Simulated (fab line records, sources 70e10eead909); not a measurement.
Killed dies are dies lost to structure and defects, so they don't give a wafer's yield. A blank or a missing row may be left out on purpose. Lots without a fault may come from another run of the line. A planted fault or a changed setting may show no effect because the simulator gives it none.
Chamber matching | flow nand_harc | NHARC_A_CONTACT_DEP_85 on pecvd-03: 3 sister chambers
The step deposits SiON, target thk 60 nm. 18 wafers are shown with their chamber, then 9 later ones without.

WAFERS WITH THEIR CHAMBER
wafer  | chamber | heater_power_w (W)
L075.1 | 1       | 588
L075.3 | 0       | 726
L075.4 | 0       | 713
L077.1 | 1       | 560
L077.2 | 0       | 694
L077.4 | 2       | 742
L080.1 | 2       | 859
L080.4 | 0       | 795
L080.6 | 2       | 879
L081.1 | 0       | 795
L081.4 | 2       | 807
L081.6 | 0       | 791
L086.1 | 2       | 814
L086.2 | 1       | 620
L086.4 | 0       | 680
L088.1 | 2       | 830
L088.3 | 0       | 698
L088.4 | 0       | 688

SIGNATURES (means of the wafers above)
reading        | chamber 0 | chamber 1 | chamber 2 | scatter within a chamber
heater_power_w | 731.11    | 589.33    | 821.83    | 46.3
Rule: a wafer's distance from a chamber is the root of the sum, over the readings, of the square of ((its reading less the chamber's mean) divided by the reading's scatter). The wafer belongs to the nearest chamber; if the next one is less than 2 further off, it can't be placed. The scatter: the root of (the sum of the squares of (reading less its chamber's mean) over the shown wafers, divided by (wafers less chambers)).

WAFERS WITHOUT THEIR CHAMBER
wafer  | heater_power_w (W)
L093.2 | 878
L093.3 | 692
L093.6 | 655
L095.2 | 723
L095.3 | 625
L095.6 | 785
L097.2 | 642
L097.5 | 738
L097.6 | 927

WHICH CHAMBER EACH WENT THROUGH
wafer  | from the rows above          | in truth
L093.2 | can't be placed: 2 or 0      | 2
L093.3 | can't be placed: 0 or 1 or 2 | 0
L093.6 | can't be placed: 1 or 0      | 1
L095.2 | can't be placed: 0 or 2      | 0
L095.3 | can't be placed: 1 or 0      | 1
L095.6 | can't be placed: 2 or 0      | 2
L097.2 | can't be placed: 1 or 0      | 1
L097.5 | can't be placed: 0 or 2      | 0
L097.6 | can't be placed: 2 or 0      | 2
Placed correctly: 0 of 9. Can't be placed from these rows: 9 (the true chamber is among the candidates in 9). Placed wrongly: 0.
